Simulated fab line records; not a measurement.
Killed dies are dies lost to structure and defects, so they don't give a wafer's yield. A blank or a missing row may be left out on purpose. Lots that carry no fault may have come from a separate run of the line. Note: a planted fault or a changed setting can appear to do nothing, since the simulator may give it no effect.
fab line records | flow nand-harc | part 1 of 2: steps 1 to 3 of 6
[record] lots = 21 wafers = 63 last-day = 33
route steps=1302 shown P_STI@89 P_GATE@156
lots that met no fault: from a run of the same line without faults
start-h: hours from the record's first day to the start of the lot's first wafer shown | wait-h: hours elapsed since this lot's preceding step | " as in the row above | L1.1+2: several wafers, shown together as one row | - either no value or no given start | * or withheld: withheld | < > ~ a bound
route shown NAME@n: NAME is a module with steps in the file, n the number in the route of the first one | usual: average and standard deviation across the fault-free wafers | same: alike in all rows | chamber/n: place in a boat | sites: readings site by site | _std_site: how widely they spread, as a standard deviation | _edge_site: the outer-site mean with the inner-site mean subtracted | radius-mm: how far each site lies from the wafer's centre | mask NAME#n: copy n | behind: the last tool/chamber to shape the wafer | hold: why the lot went on hold/how many hours it stayed there/how the hold came to an end | device: whichever transistor did not switch (one of n, p or np) | end of line: the same wafers' tests at the end of the route | step lacking rows: just its recipe | killed: count of dies lost to structure and defects at first sort (not the wafer's yield) | map: shows each die of a wafer: x if killed, . if not, _ if none is there
set.NAME: the setting the step ran with; set.NAME@STEP: the setting that earlier step ran with | model.NAME: the simulator's own value behind a step, which no gauge read
a sample of lots followed through the steps of the route, with each step as a table and each wafer as a row
services: the hour from which a tool's chamber was out of use, counted from the record's first day as start-h (under 0 if before that day), plus the number of hours and why
[[steps]]
[step NHARC_P_STI_ETCH_31]
[recipe] target-depth-a = 1089 time-s = 54.5 cf4-flow-sccm = 100 chf3-flow-sccm = 30 ar-flow-sccm = 0 rf-w = 500 bias-w = 200 chemistry = CF4/CHF3
[usual] bias-w = 200.0/0.62 drypump-motor-current-A = 5.7/0.52 oes-product-au = 0.956/0.022 rf-vpp-V = 370.4/2.2 showerhead-plenum-p-Torr = 1.57/0.061 throttle-valve-pct = 16.803/0.0085
// columns lot.wafer tool chamber start-h wait-h bias-w drypump-motor-current-A oes-product-au rf-hours-counter-h rf-vpp-V showerhead-plenum-p-Torr throttle-valve-pct
L074.4 rie-diel-06 2 - - 200.3 6.7 0.949 4 369.2 1.54 16.804
L074.6 " 2 " " 199.3 6.7 0.945 - 368.8 1.54 16.813
L074.5 " 3 " " 198.3 5.8 0.957 - 372.0 1.64 16.806
L075.1 rie-diel-06 1 - - 199.2 5.5 0.953 4 374.2 1.66 16.802
L075.2 " 0 " " 200.5 5.7 0.955 4 372.5 1.58 16.800
L075.6 " 2 " " 200.7 6.7 0.960 - 370.6 1.53 16.786
L076.2 rie-diel-09 1 - - 199.5 5.1 0.958 7 371.7 1.57 16.810
L076.4 " 3 " " 198.9 5.7 0.975 6 367.6 1.49 16.809
L076.6 " 1 " " 200.3 5.1 0.953 - 371.1 1.57 16.790
L077.1 rie-diel-05 3 - - 199.6 6.0 0.976 1 373.0 1.65 16.814
L077.4 " 2 " " 201.0 5.2 0.972 1 367.5 1.49 16.809
L077.6 " 0 " " 200.0 5.0 0.968 - 366.5 1.49 16.798
L078.4 rie-diel-06 2 - - 201.2 6.7 0.910 5 369.2 1.54 16.788
L078.2 " 3 " " 200.0 5.8 0.922 4 374.1 1.64 16.819
L078.3 " 1 " " 200.1 5.5 0.923 5 373.5 1.66 16.794
L079.2 rie-diel-09 1 - - 200.2 5.1 0.982 10 371.1 1.57 16.809
L079.4 " 3 " " 199.7 5.7 0.966 9 368.0 1.49 16.791
L079.6 " 1 " " 199.4 5.1 0.981 - 372.0 1.57 16.804
L080.2 rie-diel-06 0 - - 200.3 5.7 0.953 6 369.6 1.58 16.802
L080.6 " 1 " " 200.2 5.4 0.954 - 375.0 1.66 16.809
L080.5 " 2 " " 199.9 6.7 0.947 - 368.6 1.53 16.803
L081.1 rie-diel-09 3 - - 198.9 5.7 0.992 11 366.4 1.49 16.800
L081.5 " 2 " " 200.1 5.1 0.972 - 368.7 1.57 16.808
L081.6 " 3 " " 200.7 5.7 0.982 - 368.2 1.49 16.802
L082.4 rie-diel-09 3 - - 200.2 5.7 0.939 11 368.0 1.49 16.808
L082.1 " 0 " " 199.7 6.0 0.942 11 368.2 1.49 16.805
L082.6 " 1 " " 199.7 5.1 0.925 - 371.8 1.57 16.808
L083.4 rie-diel-09 0 - - 199.9 5.9 0.982 12 366.7 1.49 16.808
L083.2 " 1 " " 200.5 5.1 0.980 13 369.5 1.57 16.804
L083.3 " 3 " " 200.7 5.7 0.978 12 366.9 1.49 16.795
L084.1 rie-diel-06 2 - - 200.2 6.6 0.962 0 369.3 1.53 16.800
L084.3 " 1 " " 199.4 5.4 0.958 0 373.1 1.66 16.800
L084.5 " 3 " " 199.2 5.8 0.957 - 373.5 1.64 16.810
L085.4 rie-diel-09 2 - - 200.2 5.1 0.970 0 371.5 1.57 16.814
L085.2 " 1 " " 200.6 5.2 0.961 0 370.1 1.57 16.795
L085.5 " 3 " " 199.9 5.7 0.998 - 367.8 1.49 16.810
L087.1 rie-diel-06 2 - - 199.7 6.7 0.941 1 369.6 1.53 16.806
L087.3 " 1 " " 199.9 5.4 0.948 2 374.5 1.66 16.813
L087.5 " 2 " " 199.1 6.7 0.953 - 367.9 1.53 16.811
L089.2 rie-diel-09 2 - - 201.0 5.1 0.963 4 370.1 1.57 16.825
L089.3 " 1 " " 200.6 5.1 0.975 4 369.9 1.57 16.808
L089.6 " 2 " " 200.4 5.1 0.957 - 371.0 1.57 16.799
L090.1 rie-diel-05 1 - - 200.2 5.9 0.971 8 368.5 1.51 16.796
L090.4 " 3 " " 199.2 6.0 0.950 7 372.8 1.65 16.802
L090.5 " 2 " " 200.0 5.3 0.976 - 368.4 1.49 16.820
L091.2 rie-diel-09 2 - - 199.5 5.1 0.977 6 370.2 1.57 16.790
L091.3 " 0 " " 200.2 6.0 0.976 6 367.7 1.49 16.804
L091.4 " 1 " " 200.5 5.1 0.986 7 370.7 1.57 16.801
L092.5 rie-diel-06 1 - - 199.9 5.5 0.945 - 374.3 1.66 16.811
L092.4 " 2 " " 199.4 6.7 0.954 - 368.8 1.53 16.797
L092.6 " 3 " " 199.4 5.8 0.964 - 372.6 1.64 16.797
L093.3 rie-diel-06 3 - - 200.0 5.8 0.923 3 373.6 1.64 16.804
L093.2 " 1 " " 199.6 5.4 0.911 5 373.3 1.66 16.796
L093.6 " 3 " " 200.8 5.7 0.916 - 372.9 1.64 16.818
L095.3 rie-diel-09 3 - - 200.5 5.7 0.941 7 367.5 1.49 16.809
L095.4 " 1 " " 199.8 5.1 0.935 9 370.7 1.57 16.790
L095.1 " 2 " " 200.5 5.1 0.921 8 371.0 1.57 16.810
L096.3 rie-diel-06 1 - - 200.2 5.4 0.924 6 374.3 1.66 16.795
L096.1 " 0 " " 200.5 5.7 0.926 2 369.9 1.58 16.808
L096.6 " 1 " " 201.1 5.5 0.918 - 373.2 1.66 16.811
L097.4 rie-diel-06 3 - - 199.3 5.8 0.963 4 371.9 1.64 16.812
L097.2 " 0 " " 200.2 5.7 0.959 2 370.4 1.58 16.792
L097.5 " 2 " " 201.0 6.7 0.967 - 368.7 1.53 16.808
[step NHARC_P_GATE_ETCHBACK_37]
[recipe] target-depth-a = 345 time-s = 17.2 chf3-flow-sccm = 50 o2-flow-sccm = 10 ar-flow-sccm = 200 rf-w = 500 bias-w = 200 chemistry = CHF3/O2
[usual] bias-w = 200.0/0.63 drypump-motor-current-A = 5.6/0.36 oes-product-au = 0.94/0.03 rf-vpp-V = 371.2/2.1 showerhead-plenum-p-Torr = 2.44/0.085 throttle-valve-pct = 20.573/0.0089
// columns lot.wafer tool chamber start-h wait-h bias-w drypump-motor-current-A oes-product-au rf-hours-counter-h rf-vpp-V showerhead-plenum-p-Torr throttle-valve-pct
L074.4 rie-diel-02 2 - - 199.7 6.1 0.92 1.1 370.4 2.46 20.572
L074.5 " 3 " " 200.1 5.6 0.94 - 368.0 2.29 20.560
L074.6 " 0 " " 200.4 5.1 0.92 - 370.0 2.37 20.583
L075.2 rie-diel-10 2 - - 200.5 5.5 0.92 1.5 374.3 2.57 20.577
L075.1 " 0 " " 201.3 5.4 0.92 1.9 367.4 2.38 20.565
L075.6 " 2 " " 200.4 5.5 0.91 - 373.1 2.56 20.565
L076.4 rie-diel-02 3 - - 200.2 5.6 0.94 3.2 368.6 2.29 20.564
L076.2 " 0 " " 200.6 5.1 0.92 2.6 370.9 2.37 20.579
L076.6 " 2 " " 199.6 6.1 0.94 - 372.3 2.46 20.589
L077.4 rie-diel-02 2 - - 199.4 6.1 0.93 4.0 374.5 2.46 20.579
L077.1 " 3 " " 200.2 5.6 0.93 3.3 368.3 2.29 20.575
L077.6 " 1 " " 200.9 5.6 0.93 - 375.3 2.52 20.578
L078.2 rie-diel-02 0 - - 199.8 5.1 0.95 2.8 370.1 2.37 20.560
L078.3 " 1 " " 199.9 5.6 0.96 3.5 371.8 2.52 20.572
L078.4 " 2 " " 200.1 6.1 0.95 4.0 372.2 2.46 20.580
L079.2 rie-diel-02 3 - - 200.5 5.6 1.01 4.2 367.4 2.29 20.584
L079.4 " 0 " " 200.3 5.1 1.01 4.1 370.9 2.37 20.568
L079.6 " 1 " " 200.8 5.6 1.00 - 372.9 2.52 20.575
L080.2 rie-diel-10 2 - - 199.7 5.5 0.93 3.5 373.9 2.56 20.570
L080.6 " 0 " " 200.0 5.4 0.94 - 370.8 2.38 20.575
L080.5 " 1 " " 199.8 6.0 0.95 - 370.0 2.39 20.581
L081.1 rie-diel-10 2 - - 199.7 5.4 0.92 3.7 373.6 2.56 20.571
L081.6 " 1 " " 200.1 6.0 0.94 - 371.2 2.39 20.579
L081.5 " 2 " " 200.7 5.4 0.92 - 375.8 2.56 20.567
L082.1 rie-diel-10 0 - - 200.5 5.3 1.00 4.2 370.6 2.38 20.567
L082.4 " 1 " " 199.7 6.0 1.01 4.2 371.2 2.39 20.571
L082.6 " 3 " " 200.1 5.7 1.00 - 372.2 2.48 20.593
L083.3 rie-diel-02 3 - - 200.9 5.6 0.96 5.2 367.8 2.29 20.561
L083.4 " 0 " " 199.0 5.1 0.94 5.4 369.6 2.37 20.583
L083.2 " 2 " " 200.2 6.1 0.96 5.9 371.2 2.46 20.586
L084.3 rie-diel-07 1 - - 200.1 4.7 0.92 5.3 373.3 2.53 20.587
L084.1 " 0 " " 199.0 5.5 0.93 5.7 369.9 2.37 20.559
L084.5 " 2 " " 199.7 5.9 0.91 - 373.4 2.55 20.568
L085.4 rie-diel-10 0 - - 199.8 5.4 0.93 6.2 369.3 2.38 20.560
L085.2 " 2 " " 198.5 5.5 0.92 6.5 373.8 2.56 20.567
L085.5 " 0 " " 200.5 5.4 0.92 - 369.7 2.38 20.576
L087.3 rie-diel-10 2 - - 199.5 5.5 0.92 8.4 373.4 2.56 20.568
L087.1 " 3 " " 199.8 5.7 0.92 7.4 370.8 2.48 20.590
L087.5 " 2 " " 200.9 5.5 0.91 - 373.4 2.56 20.570
L089.2 rie-diel-07 3 - - 201.0 6.3 0.91 6.6 371.2 2.43 20.575
L089.3 " 0 " " 199.3 5.5 0.92 7.4 369.3 2.37 20.564
L089.6 " 2 " " 199.9 5.9 0.90 - 374.6 2.54 20.568
L090.4 rie-diel-07 2 - - 201.1 5.9 0.91 8.1 374.4 2.54 20.564
L090.1 " 3 " " 198.8 6.3 0.92 7.6 370.9 2.43 20.584
L090.5 " 2 " " 200.0 5.9 0.91 - 372.6 2.54 20.585
L091.2 rie-diel-02 2 - - 199.3 6.1 0.93 2.5 372.7 2.46 20.590
L091.4 " 3 " " 200.9 5.6 0.94 2.6 366.5 2.29 20.578
L091.3 " 0 " " 200.1 5.1 0.93 2.9 370.1 2.37 20.561
L092.4 rie-diel-10 2 - - 199.9 5.5 0.99 3.7 374.9 2.56 20.581
L092.5 " 1 " " 200.1 6.0 1.00 - 370.5 2.39 20.593
L092.6 " 2 " " 200.7 5.5 0.99 - 373.6 2.56 20.554
L093.2 rie-diel-02 1 - - 200.2 5.6 1.00 5.3 372.2 2.51 20.570
L093.3 " 2 " " 199.6 6.1 1.00 5.4 371.2 2.46 20.583
L093.6 " 2 " " 200.3 6.1 1.00 - 372.4 2.46 20.578
L095.1 rie-diel-10 1 - - 200.0 6.0 0.99 3.7 372.3 2.39 20.576
L095.4 " 3 " " 199.3 5.8 1.00 4.9 373.0 2.48 20.569
L095.3 " 0 " " 200.0 5.4 0.99 3.7 368.3 2.37 20.576
L096.1 rie-diel-07 1 - - 199.0 4.7 0.92 1.1 374.0 2.53 20.570
L096.3 " 0 " " 198.5 5.5 0.91 1.1 369.8 2.37 20.575
L096.6 " 2 " " 199.1 5.9 0.90 - 374.5 2.54 20.566
L097.4 rie-diel-02 1 - - 199.8 5.6 0.94 7.8 371.8 2.51 20.570
L097.2 " 3 " " 199.6 5.6 0.92 6.9 368.0 2.28 20.569
L097.5 " 0 " " 199.5 5.1 0.93 - 369.2 2.37 20.578
[step NHARC_P_GATE_STRIP_101]
[recipe] time-s = 20 o2-flow-sccm = 500 ar-flow-sccm = 0 bias-w = 0 chemistry = O2
[usual] drypump-motor-current-A = 5.6/0.36 oes-product-au = 1.005/0.0093 rf-vpp-V = 57.9/0.9 showerhead-plenum-p-Torr = 3.57/0.12 throttle-valve-pct = 17.038/0.0092
[same] bias-w = 0
// columns lot.wafer tool chamber start-h wait-h drypump-motor-current-A oes-product-au rf-hours-counter-h rf-vpp-V showerhead-plenum-p-Torr throttle-valve-pct
L074.4 rie-diel-02 2 107.38 0.1 6.1 1.009 1.1 57.6 3.61 17.044
L074.6 " 0 " " 5.1 1.001 - 57.8 3.49 17.049
L074.5 " 1 " " 5.6 1.010 - 60.0 3.70 17.044
L075.2 rie-diel-10 1 122.20 0.1 6.0 1.010 1.9 56.9 3.51 17.044
L075.1 " 2 " " 5.5 0.993 1.5 57.1 3.76 17.040
L075.6 " 1 " " 6.0 1.014 - 57.9 3.51 17.048
L076.4 rie-diel-02 3 126.71 0.1 5.6 1.026 3.2 57.7 3.37 17.037
L076.2 " 0 " " 5.1 1.016 2.6 57.0 3.49 17.033
L076.6 " 3 " " 5.6 1.027 - 57.7 3.37 17.045
L077.1 rie-diel-02 2 139.74 0.1 6.1 1.010 4.0 56.4 3.61 17.033
L077.4 " 0 " " 5.1 1.003 2.8 59.4 3.49 17.036
L077.6 " 3 " " 5.6 1.004 - 56.7 3.37 17.036
L078.3 rie-diel-02 2 143.07 0.1 6.1 1.008 4.0 58.0 3.61 17.021
L078.4 " 3 " " 5.6 1.007 3.4 57.2 3.37 17.041
L078.2 " 0 " " 5.1 1.010 2.8 56.4 3.49 17.034
L079.4 rie-diel-02 2 155.80 0.1 6.1 1.015 4.8 56.8 3.61 17.052
L079.2 " 0 " " 5.1 1.021 4.1 57.7 3.49 17.038
L079.6 " 3 " " 5.7 1.014 - 57.9 3.37 17.039
L080.2 rie-diel-10 1 167.93 0.1 6.0 1.018 3.9 56.9 3.51 17.025
L080.5 " 3 " " 5.8 1.008 - 57.6 3.64 17.034
L080.6 " 0 " " 5.4 1.006 - 58.9 3.49 17.028
L081.1 rie-diel-10 3 181.43 0.1 5.8 1.017 3.2 57.6 3.64 17.025
L081.6 " 0 " " 5.4 0.999 - 57.8 3.49 17.036
L081.5 " 1 " " 6.0 1.034 - 58.8 3.51 17.016
L082.1 rie-diel-10 3 189.85 0.1 5.8 1.012 3.4 58.6 3.64 17.033
L082.4 " 0 " " 5.4 1.007 4.2 58.2 3.49 17.055
L082.6 " 1 " " 6.0 1.008 - 58.8 3.51 17.047
L083.2 rie-diel-02 0 193.38 0.1 5.1 1.005 5.4 56.9 3.48 17.036
L083.3 " 1 " " 5.6 1.011 6.1 58.2 3.69 17.022
L083.4 " 2 " " 6.1 1.006 5.9 56.8 3.61 17.038
L084.3 rie-diel-07 3 215.98 0.1 6.3 1.015 5.1 59.0 3.58 17.042
L084.1 " 1 " " 4.7 1.010 5.3 58.0 3.71 17.038
L084.5 " 3 " " 6.3 1.014 - 56.2 3.58 17.029
L085.4 rie-diel-10 3 218.43 0.1 5.8 1.006 5.6 60.1 3.64 17.036
L085.2 " 0 " " 5.4 1.000 6.3 57.4 3.49 17.045
L085.5 " 2 " " 5.5 0.999 - 58.9 3.76 17.048
L087.1 rie-diel-10 0 241.36 0.1 5.4 0.994 8.1 57.4 3.49 17.024
L087.3 " 1 " " 6.0 1.015 6.8 58.3 3.51 17.033
L087.5 " 0 " " 5.4 0.999 - 58.2 3.49 17.020
L089.2 rie-diel-07 0 255.88 0.1 5.5 1.004 7.4 57.9 3.48 17.043
L089.3 " 1 " " 4.8 1.012 8.0 58.6 3.71 17.049
L089.6 " 0 " " 5.5 1.002 - 58.3 3.48 17.042
L090.4 rie-diel-07 0 274.28 0.1 5.5 1.003 8.1 55.6 3.48 17.036
L090.1 " 1 " " 4.7 0.996 8.7 58.0 3.71 17.039
L090.5 " 3 " " 6.3 0.996 - 56.3 3.57 17.040
L091.4 rie-diel-02 1 278.38 0.1 5.6 1.003 3.0 58.1 3.69 17.030
L091.3 " 2 " " 6.1 1.012 2.5 58.6 3.61 17.053
L091.2 " 3 " " 5.6 1.008 2.6 57.9 3.36 17.053
L092.4 rie-diel-10 0 298.23 0.1 5.3 0.982 2.9 57.4 3.49 17.044
L092.5 " 1 " " 6.0 0.997 - 57.7 3.51 17.032
L092.6 " 2 " " 5.4 0.994 - 58.4 3.76 17.050
L093.2 rie-diel-02 1 302.80 0.1 5.6 1.000 5.3 57.7 3.69 17.037
L093.3 " 2 " " 6.1 1.013 5.4 58.0 3.61 17.039
L093.6 " 1 " " 5.6 0.997 - 57.8 3.69 17.035
L095.1 rie-diel-10 0 313.28 0.1 5.4 1.011 3.7 57.5 3.49 17.052
L095.4 " 2 " " 5.5 1.003 4.9 57.1 3.76 17.051
L095.3 " 3 " " 5.8 1.012 4.9 59.2 3.64 17.041
L096.3 rie-diel-07 1 327.85 0.1 4.7 1.003 1.1 58.9 3.71 17.028
L096.1 " 3 " " 6.3 0.983 1.5 57.8 3.57 17.030
L096.6 " 1 " " 4.7 1.003 - 58.4 3.71 17.050
L097.4 rie-diel-02 1 337.77 0.1 5.6 0.997 7.8 59.0 3.69 17.040
L097.2 " 2 " " 6.1 1.015 7.6 60.0 3.60 17.032
L097.5 " 3 " " 5.6 1.007 - 56.4 3.36 17.044
